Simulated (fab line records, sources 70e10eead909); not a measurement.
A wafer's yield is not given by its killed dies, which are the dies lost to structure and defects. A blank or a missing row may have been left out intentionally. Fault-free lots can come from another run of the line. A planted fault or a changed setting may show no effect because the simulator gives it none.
fab line records	flow nand-harc
record: lots: 6	wafers: 18	last-day: 33
route steps=1302 shown A_M1@1181
lots that met no fault: taken from a fault-free run of the same line
start-h: start of the lot's first displayed wafer, in hours after the record's first day	wait-h: hours from the lot's prior step to this one	" as in the row above	L1.1+2: a row that stands for several wafers	- no value, or no start given	* or withheld: withheld	< > ~ a bound
route shown NAME@n: names a module that has steps shown in the file, with the first one's number in the route	usual: mean/standard deviation taken from wafers without a fault	same: alike in all rows	chamber/n: place in a boat	sites: the reading at each site	_std_site: standard deviation across them	_edge_site: mean of outer sites minus mean of inner sites	radius-mm: for every site, how far away it sits from the centre of the wafer	mask NAME#n: copy n	behind: the most recent tool/chamber to have shaped the wafer	hold: the reason the lot was held/the length of the hold in hours/how it ended	device: transistor that didn't switch, given as n, p or np	end of line: the route-end tests of the same wafers	a step with no rows: only its recipe	killed: the dies lost at the first sort to structure and to defects; this is not the yield of the wafer	map: shows each die of a wafer: x if killed, . if not, _ if none is there
set.NAME: the run value of the setting; set.NAME@STEP: its run value at that earlier step	model.NAME: the simulator's own value behind a step, which no gauge read
a table for each step, a row for each wafer; lots at some steps of the route
services: from which hour (start-h, from the record's first day; less than 0 if before it) a tool's chamber was out of use, for how many hours, and why
== steps ==
step: NHARC_A_M1_INSPECT_11
usual: raw-defect-count: 86/42
lot.wafer	tool	chamber	start-h	wait-h	raw-defect-count
L839.1	defect-inspect-02	-	533.86	0.0	60
L839.2	"	-	"	"	47
L839.3	"	-	"	"	65
L845.4	defect-inspect-01	-	569.67	0.0	18
L845.5	"	-	"	"	28
L845.6	"	-	"	"	20
L857.2	defect-inspect-02	-	705.67	0.0	102
L857.4	"	-	"	"	108
L857.6	"	-	"	"	105
L859.4	defect-inspect-02	-	719.73	0.0	85
L859.5	"	-	"	"	83
L859.6	"	-	"	"	82
L860.2	defect-inspect-02	-	733.44	0.0	95
L860.3	"	-	"	"	81
L860.5	"	-	"	"	73
L862.1	defect-inspect-01	-	752.63	0.0	130
L862.4	"	-	"	"	134
L862.6	"	-	"	"	138
step: NHARC_A_M1_DESCUM_14
recipe: time-s: 3	o2-flow-sccm: 200	ar-flow-sccm: 0	bias-power-w: 0	chemistry: O2
usual: chamber-pressure-mTorr: 60.00/0.051	drypump-motor-current-A: 5.8/0.51	oes-product-au: 1.003/0.011	rf-vpp-V: 57.9/0.84	showerhead-plenum-p-Torr: 1.94/0.066	throttle-valve-pct: 11.311/0.009
lot.wafer	tool	chamber	start-h	wait-h	chamber-pressure-mTorr	drypump-motor-current-A	oes-product-au	rf-hours-counter-h	rf-vpp-V	showerhead-plenum-p-Torr	throttle-valve-pct
L839.2	rie-diel-11	1	533.92	0.1	60.00	5.9	1.007	4.7	59.2	1.98	11.316
L839.3	"	3	"	"	59.94	5.8	0.996	6.8	57.6	1.92	11.316
L839.1	"	0	"	"	60.00	6.8	1.009	6.5	58.3	1.99	11.334
L845.4	rie-diel-11	2	569.75	0.1	60.06	5.9	1.009	6.3	57.7	2.05	11.303
L845.6	"	3	"	"	59.87	5.8	1.001	-	58.2	1.92	11.313
L845.5	"	0	"	"	59.96	6.8	1.028	-	57.6	1.99	11.320
L857.4	rie-diel-11	1	705.73	0.1	59.96	5.9	1.012	5.3	57.8	1.98	11.310
L857.2	"	0	"	"	59.95	6.8	1.020	5.8	57.9	1.98	11.328
L857.6	"	1	"	"	60.11	5.9	1.005	-	57.8	1.98	11.317
L859.4	rie-diel-11	2	719.82	0.1	60.02	5.9	1.012	6.2	58.5	2.05	11.318
L859.5	"	3	"	"	60.01	5.8	0.999	-	57.4	1.92	11.312
L859.6	"	0	"	"	59.96	6.8	1.010	-	57.9	1.98	11.321
L860.3	rie-diel-12	0	733.50	0.1	59.99	5.3	1.004	2.8	57.5	1.93	11.319
L860.2	"	2	"	"	60.02	6.2	0.996	3.3	57.3	1.85	11.301
L860.5	"	0	"	"	60.01	5.3	1.002	-	59.4	1.93	11.304
L862.1	rie-diel-12	3	752.70	0.1	59.86	5.5	1.003	3.9	56.3	1.85	11.311
L862.4	"	0	"	"	59.95	5.3	0.993	3.5	58.1	1.93	11.298
L862.6	"	3	"	"	60.03	5.5	1.021	-	58.1	1.85	11.313
step: NHARC_A_M1_ETCH_35
recipe: target-depth-a: 400	overetch-a: 120	time-s: 43.94	ion-energy-ev: 200	n2-flow-sccm: 150	h2-flow-sccm: 150	ar-flow-sccm: 0	rf-w: 400	bias-w: 150	chemistry: N2/H2
step: NHARC_A_M1_ETCH_15
recipe: target-depth-a: 1825	time-s: 91.2	c4f8-flow-sccm: withheld	ar-flow-sccm: 400	rf-w: 600	bias-w: 300	chemistry: C4F8/Ar
usual: chamber-pressure-mTorr: 24.999/0.023	oes-product-au: 0.958/0.021	rf-vpp-V: 441.6/2.2
lot.wafer	tool	chamber	start-h	wait-h	chamber-pressure-mTorr	oes-product-au	rf-hours-counter-h	rf-vpp-V
L839.3	rie-diel-11	0	-	-	24.992	0.966	6.5	444.5
L839.1	"	1	"	"	24.983	0.979	4.7	441.7
L839.2	"	3	"	"	25.009	0.951	6.9	440.5
L845.4	rie-diel-11	1	-	-	24.988	0.995	6.4	442.2
L845.5	"	2	"	"	25.012	0.972	-	445.5
L845.6	"	3	"	"	24.999	0.955	-	441.0
L857.2	rie-diel-11	2	-	-	24.975	0.941	5.5	444.2
L857.4	"	3	"	"	24.964	0.933	5.3	439.2
L857.6	"	0	"	"	24.997	0.942	-	443.6
L859.4	rie-diel-11	1	-	-	25.018	0.971	6.2	443.1
L859.5	"	3	"	"	24.985	0.953	-	440.1
L859.6	"	0	"	"	24.975	0.963	-	442.2
L860.2	rie-diel-12	0	-	-	24.966	0.912	2.8	440.8
L860.3	"	1	"	"	24.967	0.923	3.2	445.1
L860.5	"	1	"	"	25.035	0.921	-	443.8
L862.4	rie-diel-12	3	-	-	24.992	0.972	3.9	438.2
L862.1	"	1	"	"	24.956	0.993	3.9	443.9
L862.6	"	0	"	"	25.015	0.972	-	440.8
step: NHARC_A_M1_CD_MEAS_16
usual: cd-nm: 119.4/0.84
lot.wafer	tool	chamber	start-h	wait-h	cd-nm
L839.1	cd-sem-03	-	534.27	-	120.0
L839.2	"	-	"	"	119.8
L839.3	"	-	"	"	120.4
L845.4	cd-sem-02	-	570.04	-	118.4
L845.5	"	-	"	"	121.1
L845.6	"	-	"	"	120.6
L857.2	cd-sem-03	-	706.04	-	120.0
L857.4	"	-	"	"	118.8
L857.6	"	-	"	"	118.5
L859.4	cd-sem-01	-	720.10	-	119.5
L859.5	"	-	"	"	120.2
L859.6	"	-	"	"	118.8
L860.2	cd-sem-01	-	733.82	-	118.2
L860.3	"	-	"	"	118.4
L860.5	"	-	"	"	118.0
L862.1	cd-sem-02	-	753.00	-	119.6
L862.4	"	-	"	"	117.7
L862.6	"	-	"	"	119.8
step: NHARC_A_M1_STRIP_18
recipe: power-w: 1000	n2-flow-sccm: 150	h2-flow-sccm: 150	ar-flow-sccm: 0	bias-w: 0	chemistry: N2/H2
step: NHARC_A_M1_ETCH_28
recipe: target-depth-a: 300	over-etch-frac: 0.3	time-s: 72.99	ion-energy-ev: 150	cf4-flow-sccm: 50	n2-flow-sccm: 100	ar-flow-sccm: 150	rf-w: 300	bias-w: 100	chemistry: CF4/N2
usual: chamber-pressure-mTorr: 30.002/0.026	drypump-motor-current-A: 5.9/0.46	oes-product-au: 1.002/0.011	rf-vpp-V: 314.5/1.6	showerhead-plenum-p-Torr: 2.65/0.092	throttle-valve-pct: 19.795/0.0082
lot.wafer	tool	chamber	start-h	wait-h	chamber-pressure-mTorr	drypump-motor-current-A	oes-product-au	rf-hours-counter-h	rf-vpp-V	showerhead-plenum-p-Torr	throttle-valve-pct
L839.2	rie-diel-12	0	-	-	29.991	5.3	0.997	2.1	315.0	2.65	19.784
L839.1	"	2	"	"	30.023	6.2	0.987	2.6	312.6	2.54	19.800
L839.3	"	3	"	"	29.980	5.5	1.023	2.8	313.2	2.55	19.785
L845.4	rie-diel-12	1	-	-	30.010	5.0	0.995	3.3	314.6	2.73	19.796
L845.6	"	0	"	"	29.992	5.3	0.989	-	313.8	2.65	19.790
L845.5	"	1	"	"	29.960	5.0	0.998	-	316.6	2.73	19.803
L857.4	rie-diel-12	3	-	-	30.023	5.5	1.015	2.4	312.0	2.54	19.804
L857.2	"	1	"	"	30.017	5.0	1.001	2.5	314.8	2.73	19.786
L857.6	"	3	"	"	29.997	5.5	1.016	-	313.5	2.54	19.789
L859.4	rie-diel-04	2	-	-	29.999	5.7	0.994	0.1	312.3	2.46	19.795
L859.5	"	0	"	"	29.938	5.8	1.006	-	313.3	2.62	19.805
L859.6	"	1	"	"	29.984	6.2	0.985	-	313.5	2.54	19.798
L860.3	rie-diel-11	2	-	-	29.998	5.9	1.009	6.5	317.0	2.80	19.791
L860.2	"	0	"	"	29.985	6.8	0.995	6.9	315.1	2.72	19.779
L860.5	"	2	"	"	30.033	5.9	1.004	-	316.8	2.80	19.805
L862.4	rie-diel-04	1	-	-	29.999	6.2	0.977	1.6	313.2	2.54	19.802
L862.1	"	3	"	"	30.013	5.4	1.007	1.1	314.6	2.64	19.786
L862.6	"	1	"	"	30.068	6.2	0.984	-	312.7	2.54	19.788
step: NHARC_A_M1_STRIP_19
recipe: time-s: 600	temp-c: 30	chemistry: post-etch-residue-remover
step: NHARC_A_M1_DEGAS_29
recipe: temp-c: 250	time-s: 60
step: NHARC_A_M1_PRE_CLEAN_30
recipe: time-s: 30	temp-c: 280	gas: H2/He
usual: heater-power-w: 406/43
lot.wafer	tool	chamber	start-h	wait-h	heater-power-w
L839.2	pvd-sputter-02	-	-	-	405
L839.3	"	-	"	"	450
L839.1	"	-	"	"	413
L845.4	pvd-sputter-03	-	-	-	425
L845.5	"	-	"	"	427
L845.6	"	-	"	"	435
L857.2	pvd-sputter-02	-	-	-	406
L857.4	"	-	"	"	446
L857.6	"	-	"	"	422
L859.4	pvd-sputter-02	-	-	-	434
L859.5	"	-	"	"	447
L859.6	"	-	"	"	421
L860.3	pvd-sputter-01	-	-	-	420
L860.2	"	-	"	"	451
L860.5	"	-	"	"	327
L862.1	pvd-sputter-02	-	-	-	451
L862.4	"	-	"	"	411
L862.6	"	-	"	"	415
step: NHARC_A_M1_PVD_20
recipe: target-thk-a: 50	bias-v: 168.6	power-w: 15000	chamber-pressure-pa: 0.12	time-s: 8.06	substrate-temp-c: 50	material: TaN
usual: throttle-valve-pct: 29.4/1.1
lot.wafer	tool	chamber	start-h	wait-h	throttle-valve-pct
L839.1	pvd-sputter-02	-	-	-	29.4
L839.3	"	-	"	"	29.5
L839.2	"	-	"	"	28.2
L845.4	pvd-sputter-03	-	-	-	28.1
L845.6	"	-	"	"	28.2
L845.5	"	-	"	"	29.1
L857.4	pvd-sputter-02	-	-	-	30.1
L857.2	"	-	"	"	28.7
L857.6	"	-	"	"	29.8
L859.4	pvd-sputter-02	-	-	-	28.2
L859.5	"	-	"	"	30.1
L859.6	"	-	"	"	28.6
L860.2	pvd-sputter-01	-	-	-	31.8
L860.3	"	-	"	"	29.6
L860.5	"	-	"	"	32.0
L862.4	pvd-sputter-02	-	-	-	28.2
L862.1	"	-	"	"	29.7
L862.6	"	-	"	"	30.2
step: NHARC_A_M1_PVD_21
recipe: target-thk-a: 300	chamber-pressure-pa: 5	power-w: 5000	substrate-temp-c: 30	time-s: 20.49	material: Cu
step: NHARC_A_M1_ECD_22
recipe: target-thk-a: 4000	bath-temp-c: 25	material: Cu
lot.wafer	tool	chamber	start-h	wait-h
L839.1+2+3	ecd-cu-01	0,1,0	535.34	-
L845.4+5+6	ecd-cu-02	1,0,1	571.28	-
L857.2+4+6	ecd-cu-02	0,1,0	707.11	-
L859.4+6+5	ecd-cu-02	0,0,1	721.29	-
L860.2+3+5	ecd-cu-01	0,0,1	734.94	-
L862.1+4+6	ecd-cu-01	1,0,1	754.12	-
step: NHARC_A_M1_ANNEAL_31
recipe: temp-c: 225	time-s: 90
step: NHARC_A_M1_CMP_23
recipe: t-overpolish-s: 20	target-thk-nm: 154.34
usual: motor-current-A: 12.4/1.2	time-to-endpoint-s: 28.9/2.4
same: t-overpolish-s: 20
lot.wafer	tool	chamber	start-h	wait-h	motor-current-A	time-to-endpoint-s
L839.1	cmp-02	3	536.06	-	10.3	27.4
L839.2	"	0	"	"	11.1	29.5
L839.3	"	2	"	"	13.9	24.7
L845.4	cmp-01	3	571.90	-	13.6	27.6
L845.5	"	1	"	"	10.6	26.7
L845.6	"	2	"	"	13.3	26.6
L857.4	cmp-03	3	707.84	-	12.7	27.0
L857.2	"	2	"	"	14.9	10.9
L857.6	"	3	"	"	11.6	9.8
L859.4	cmp-01	3	721.93	-	12.7	14.9
L859.6	"	2	"	"	12.2	12.9
L859.5	"	3	"	"	13.5	29.4
L860.3	cmp-01	0	735.66	-	12.6	24.4
L860.2	"	2	"	"	12.2	30.2
L860.5	"	0	"	"	12.3	28.3
L862.1	cmp-01	0	755.59	-	12.4	29.7
L862.4	"	2	"	"	12.3	31.4
L862.6	"	1	"	"	10.9	31.7
step: NHARC_A_M1_THK_MEAS_24
recipe: thk-meas-gauge: xrf
usual: thk-nm: 154.4/1.4
lot.wafer	tool	chamber	start-h	wait-h	thk-nm
L839.1	film-metro-02	-	536.38	-	155.1
L839.2	"	-	"	"	154.7
L839.3	"	-	"	"	155.3
L845.4	film-metro-01	-	572.16	-	155.5
L845.5	"	-	"	"	157.1
L845.6	"	-	"	"	154.1
L857.2	film-metro-02	-	708.15	-	154.4
L857.4	"	-	"	"	153.1
L857.6	"	-	"	"	152.7
L859.4	film-metro-02	-	722.22	-	157.4
L859.5	"	-	"	"	155.4
L859.6	"	-	"	"	155.8
L860.2	film-metro-01	-	735.97	-	153.0
L860.3	"	-	"	"	153.7
L860.5	"	-	"	"	152.6
L862.1	film-metro-02	-	755.90	-	154.0
L862.4	"	-	"	"	154.7
L862.6	"	-	"	"	153.8
== services ==
tool	chamber	start-h	hours	kind
rie-diel-11	2	510.90	33.5	repair
ecd-cu-01	-	512.66	8.0	pm
pvd-sputter-03	-	526.09	10.0	pm
rie-diel-04	-	531.97	9.0	pm
rie-diel-04	-	544.41	2.6	repair
rie-diel-11	-	561.31	2.3	repair
rie-diel-12	1	562.58	2.1	repair
cmp-01	-	577.50	4.0	pm
ecd-cu-02	-	580.15	0.5	repair
ecd-cu-02	-	596.00	8.0	pm
rie-diel-11	-	609.50	9.0	pm
rie-diel-11	1	621.19	2.3	repair
rie-diel-12	-	622.40	9.0	pm
pvd-sputter-02	-	638.00	10.0	pm
cmp-01	-	656.90	4.5	repair
rie-diel-11	3	665.77	5.8	repair
rie-diel-12	0	668.99	6.1	repair
cmp-01	-	675.50	4.0	pm
ecd-cu-01	-	688.67	8.0	pm
pvd-sputter-02	-	708.94	1.9	repair
ecd-cu-02	-	730.09	2.6	repair
cmp-01	-	733.67	1.6	repair
pvd-sputter-02	-	739.53	3.7	repair
ecd-cu-01	-	745.67	0.3	repair
== key ==
first-sign: step: NHARC_A_M1_CMP_23	reading: time-to-endpoint-s	direction: down	sigmas: 7.1	usual: *	struck: *
effect none on later readings
met-at NHARC_A_M1_ECD_22
struck-wafers L857.2,L857.6,L859.4,L859.6
onset-between 571.28 707.11
fault: kind: process-parameter-drift	tool: ecd-cu-02	chamber: 0	onset-h: 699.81	steps: NHARC_A_M1_ECD_22	channel: target-thk-a	offset: *	shape: step	end-h: 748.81	acts-in: *	stated: *
